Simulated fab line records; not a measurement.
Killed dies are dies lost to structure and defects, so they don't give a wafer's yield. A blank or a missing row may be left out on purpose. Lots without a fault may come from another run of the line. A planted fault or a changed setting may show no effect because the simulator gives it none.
Comparing a struck lot with a sound one :: flow n5 finfet :: 39 out of 1938 route steps
Sound: wafers L761.1, L761.2, L761.4. Struck: wafers L772.1, L772.2. (L772.4 of the same lot was not struck and is left out.) The cause comes at the end.
For every step that has rows: the tool of each side, followed by ch and its chambers, followed by its first start. Under that, the readings that differ: sound wafers :: struck wafers :: difference of the means :: sigmas: that difference in standard deviations of wafers without a fault.
alike: a reading whose means differ by less than 2 such deviations, as well as words and numbers matching on both sides. not compared: withheld readings; readings where some wafer has no value; bounds like >300 that might hide an equal value; numbers whose values overlap and for which the record gives no deviation.
Wherever a step has rows on one side only, a row that says differs or no value, or a row with sigmas, the two part there. Numbers that have no deviation but don't overlap get no sigmas and don't part them. Lack of a reading on every wafer of one side parts them only where that side has two or more wafers.

first, 9 steps without rows for these wafers: N5_DUMMY_GATE_EXPOSE_12 (exposes mask GATE, target cd 25 nm); N5_DUMMY_GATE_PEB_13 (peb time 60 s); N5_DUMMY_GATE_DEVELOP_14 (develop time 30 s); N5_DUMMY_GATE_DESCUM_20 (chemistry O2, time 6.2 s); N5_DUMMY_GATE_ETCH_29 (etches underlayer in N2/H2, target depth 13 nm); N5_DUMMY_GATE_ETCH_36 (etches SiARC in CF4, target depth 13 nm); N5_DUMMY_GATE_ETCH_37 (etches SOC in N2/H2, target depth 60 nm, overetch 30 nm); N5_DUMMY_GATE_STRIP_38 (strips in N2/H2); N5_DUMMY_GATE_STRIP_39 (strips in N2/H2).
N5_DUMMY_GATE_TRIM_49: chemistry O2, time 29 s, target cd 14 nm.
  sound on rie si-05 ch 0,1,3, day 3 19:29; struck on rie si-05 ch 0,3, day 6 09:45
reading: oes product au (a.u.)
sound: 0.997 0.987 0.998
struck: 1.380 1.396
difference: +0.394
sigmas: +18

reading: model.DUMMY_GATE.cd nm (nm)
sound: 13.8 14 13.6
struck: 8.8 8
difference: -5.4
sigmas: 
  alike: drypump motor current A, throttle valve pct
  not compared: rf hours counter h
then, 1 step without rows for these wafers: N5_DUMMY_GATE_STRIP_40 (strips in CF4).
N5_DUMMY_GATE_CD_MEAS_50: target cd 14 nm.
  sound on cd sem-03, day 3 19:38; struck on cd sem-02, day 6 09:54
reading: cd nm (nm)
sound: 14.2 14.3 14.0
struck: 8.7 8.1
difference: -5.8
sigmas: -11
then, 6 steps without rows for these wafers: N5_DUMMY_GATE_ETCH_31 (etches SiO2 in C4F6/O2, target depth 82.5 nm, time 27.5 s); N5_DUMMY_GATE_STRIP_41 (strips in O2); N5_DUMMY_GATE_HM_OPEN_21 (chemistry CH3F/O2, target SiNx, target depth 120 nm, time 171.4 s); N5_DUMMY_GATE_ETCH_32 (etches SiO2 in CF4, target depth 3.5 nm, time 3.9 s); N5_DUMMY_GATE_ETCH_23 (etches poly-Si in HBr/Cl2/O2, target depth 41 nm, time 22.3 s); N5_DUMMY_GATE_ETCH_44 (etches poly-Si in HBr/O2, stops on SiO2, target depth 127.5 nm).
N5_DUMMY_GATE_CD_MEAS_24: target cd 15 nm.
  sound on cd sem-03, day 3 20:08; struck on cd sem-01, day 6 10:26
reading: cd nm (nm)
sound: 14.7 15.1 14.7
struck: 9.6 9.6
difference: -5.2
sigmas: -9
N5_DUMMY_GATE_ETCH_42: etches SiO2 in CHF3/O2, target depth 3.5 nm, time 31 s.
  sound on rie diel-06 ch 0,3, day 3 20:11; struck on rie diel-06 ch 0,1, day 6 10:29
reading: model.DUMMY_GATE.cd nm (nm)
sound: 14.6 15 14.6
struck: 9.6 9.8
difference: -5.0
sigmas: 
  alike: drypump motor current A, oes_ar_750_au, oes_o_777_au, oes product au, rf vpp V, showerhead plenum p Torr, throttle valve pct
  not compared: rf hours counter h
then, 17 steps without rows for these wafers: N5_DUMMY_GATE_STRIP_48 (strips in N2/H2, time 20 s); N5_DUMMY_GATE_PRECLEAN_33 (cleans in dHF, time 10 s); N5_DUMMY_GATE_PRECLEAN_25 (cleans in O3/DIW, time 45 s); N5_DUMMY_GATE_PRECLEAN_51 (cleans in SC2, time 45 s); N5_DUMMY_GATE_SRD_26 (time 30 s); N5_DUMMY_GATE_UV_OZONE_45 (time 120 s); N5_SPACER0_ALD_07 (deposits SiNx, target thk 2 nm); N5_SPACER0_ALD_00 (deposits SiOCN, target thk 3.5 nm, pulse time 3 s, purge time 2 s); N5_SPACER0_ALD_08 (deposits SiNx, target thk 2 nm); N5_SD_EPI_N_COAT_32 (time 60 s, resist thk 350 nm); N5_SD_EPI_N_COAT_33 (time 60 s, resist thk 35 nm); N5_SD_EPI_N_COAT_03 (resist thk 150 nm); N5_SD_EPI_N_EBR_05; N5_SD_EPI_N_SOFTBAKE_04 (time 60 s); N5_SD_EPI_N_EXPOSE_06 (exposes mask SD N BLK, target cd 120 nm); N5_SD_EPI_N_PEB_07 (peb time 60 s); N5_SD_EPI_N_DEVELOP_08 (develop time 30 s).
N5_BEOL_M4_RC_MEAS_101:
  the record has rows for the sound wafers here (prober-01 ch 0, day 11 17:25) and none for the struck ones
-- the record jumps here: 12 days lie between the struck wafers' starts before and after (it left off in module BEOL_M4 and takes up again in module PASSIVATION, whose first step shown is number 1936 of the route) --
N5_PASSIVATION_PROBE_49:
  sound on prober-01, day 15 23:07; struck on prober-01, day 18 18:19
reading: defect limited yield (%)
sound: 91.9 91.5 94.3
struck: 0 0
difference: -93
sigmas: -66

reading: killed at front end
sound: 20 34 27
struck: 1094 1142
difference: +1091
sigmas: +99 or more

reading: killed dies
sound: 95 100 67
struck: 1180 1180
difference: +1093
sigmas: +64

reading: killed on rim
sound: 16 11 8
struck: 152 152
difference: +140
sigmas: +36

reading: sort_bin_5_function (%)
sound: 4.1 4.8 3.2
struck: 95.7 97.5
difference: +92.6
sigmas: +93

reading: sort n pass
sound: 1085 1080 1113
struck: 0 0
difference: -1093
sigmas: -58

reading: sort yield pct (%)
sound: 91.9 91.5 94.3
struck: 0 0
difference: -93
sigmas: -58
  alike: killed_at_M0_to_M3, killed_at_M4_up, killed at contacts, killed at other, killed open, killed short, sort_bin_6_memory

WHERE THEY PART
First at N5_DUMMY_GATE_TRIM_49; last, within this record, at N5_PASSIVATION_PROBE_49.

WHY: what the simulator had put in
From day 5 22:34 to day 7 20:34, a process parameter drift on rie si-05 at N5_DUMMY_GATE_TRIM_49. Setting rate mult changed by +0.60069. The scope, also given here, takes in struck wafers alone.
